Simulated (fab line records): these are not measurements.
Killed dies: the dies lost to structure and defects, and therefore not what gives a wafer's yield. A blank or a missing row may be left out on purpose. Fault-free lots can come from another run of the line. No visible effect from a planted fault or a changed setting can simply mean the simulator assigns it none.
Which tool was responsible? | flow nand-harc | 7 lots, 21 wafers sampled, at 4 steps of a route of 1302

WHAT EACH GAUGE READ, for each wafer
NHARC_THIN_TSV_CD_MEAS_37.
lot  | measured     | on        | cd-nm (nm)
L347 | day 24 23:25 | cd-sem-03 | 5001 5003 4996
L351 | day 26 00:17 | cd-sem-02 | 5007 5005 4999
L358 | day 28 23:43 | cd-sem-03 | 5006 5003 5001
L363 | day 32 09:55 | cd-sem-02 | 5002 5003 5003
L365 | day 32 19:09 | cd-sem-03 | 5004 5004 4993
L367 | day 32 21:40 | cd-sem-03 | 5005 5002 5003
L369 | day 33 10:22 | cd-sem-03 | 5006 5006 5006

WHICH TOOL RAN EACH LOT (tool, then ch and the chambers of the sampled wafers, then the start)
lot  | NHARC_A_BONDPAD_STRIP_16            | NHARC_THIN_TSV_STRIP_45              | NHARC_THIN_TSV_STRIP_56
L347 | wet-bench-08 ch 0,1,4, day 24 01:02 | plasma-asher-02 ch 0,1, day 24 17:12 | plasma-asher-02 ch 0,1, day 24 22:40
L351 | wet-bench-10 ch 1,5,6, day 25 00:08 | plasma-asher-01 ch 0,1, day 25 17:57 | plasma-asher-02 ch 0,1, day 25 23:29
L358 | wet-bench-10 ch 1,3,6, day 28 01:03 | plasma-asher-01 ch 0,1, day 28 17:23 | plasma-asher-01 ch 0,1, day 28 22:55
L363 | wet-bench-10 ch 2,3,6, day 31 06:59 | plasma-asher-02 ch 0,1, day 32 03:38 | plasma-asher-02 ch 0,1, day 32 09:06
L365 | wet-bench-10 ch 0,2,3, day 31 15:43 | plasma-asher-02 ch 0,1, day 32 12:50 | plasma-asher-02 ch 0,1, day 32 18:24
L367 | wet-bench-10 ch 0,1,5, day 31 23:36 | plasma-asher-02 ch 0,1, day 32 15:29 | plasma-asher-02 ch 0,1, day 32 20:57
L369 | wet-bench-08 ch 0,3,4, day 32 12:41 | plasma-asher-01 ch 0,1, day 33 03:54 | plasma-asher-02 ch 0,1, day 33 09:35
- NHARC_A_BONDPAD_STRIP_16: strips in post etch residue remover, time 600 s.
- NHARC_THIN_TSV_STRIP_45: strips in O2.
- NHARC_THIN_TSV_STRIP_56: strips in O2.

THE ANSWER, worked out from the rows above alone
Rule: what is usual is taken from the lots themselves. Put in order of their means at a reading, lots are off if they are a third of the lots or fewer, leave a main group of 4 or more, and stand apart from it by a gap of 3 or more times the standard deviation of the main group's means; of several such gaps the widest counts. A main group whose means are all the same, to the digits that the tables above print for the reading, isn't used. A lot without any number at a reading at which 4 lots or more have one is off too. All remaining lots with rows at the step are treated as sound.
No lot is off at any reading shown: from this, nothing can be told.

WHAT THE SIMULATOR HAD PUT IN
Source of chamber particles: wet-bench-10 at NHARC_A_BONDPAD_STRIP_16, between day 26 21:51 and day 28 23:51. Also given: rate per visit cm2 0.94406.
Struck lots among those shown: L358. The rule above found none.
